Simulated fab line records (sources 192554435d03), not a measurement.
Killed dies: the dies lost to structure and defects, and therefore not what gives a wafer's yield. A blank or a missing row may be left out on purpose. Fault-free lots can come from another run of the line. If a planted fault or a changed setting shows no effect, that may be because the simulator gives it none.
Matching of chambers ; flow n5 finfet ; 4 sister chambers for N5_BEOL_M5_ETCH_67 on rie diel-04
The step etches SiARC in CF4, target depth 15.6 nm, time 26 s. 4 wafers are shown with their chamber, then 10 later ones without.

== WAFERS, EACH WITH ITS CHAMBER ==
wafer;chamber;showerhead plenum p Torr (Torr)
L086.1;1;2.05
L086.4;0;2.13
L090.1;3;2.27
L090.4;2;2.21

== WAFERS WITHOUT THEIR CHAMBER ==
wafer;showerhead plenum p Torr (Torr)
L090.5;2.21
L091.1;2.21
L091.4;2.27
L091.5;2.12
L092.1;2.12
L092.4;2.27
L092.5;2.21
L095.3;2.21
L095.5;2.27
L095.6;2.12

== CHAMBER TAKEN BY EACH ==
wafer;from the rows above;in truth
L090.5;2;2
L091.1;2;2
L091.4;3;3
L091.5;0;0
L092.1;0;0
L092.4;3;3
L092.5;2;2
L095.3;2;2
L095.5;3;3
L095.6;0;0
Correctly placed: 10 of 10. Not placeable from these rows: 0. Wrongly placed: 0.
How it was worked out, from the rows above alone: a wafer's distance from a chamber is the root of the sum, over the readings, of the square of ((its reading less the chamber's mean) divided by the reading's scatter). The wafer belongs to the nearest chamber; if the next one is less than 2 further off, it can't be placed. For every chamber, the mean is computed from those of its wafers that are shown. The scatter: with one shown wafer a chamber, the root of the mean of the squares of how far each hidden wafer lies from its nearest shown one.
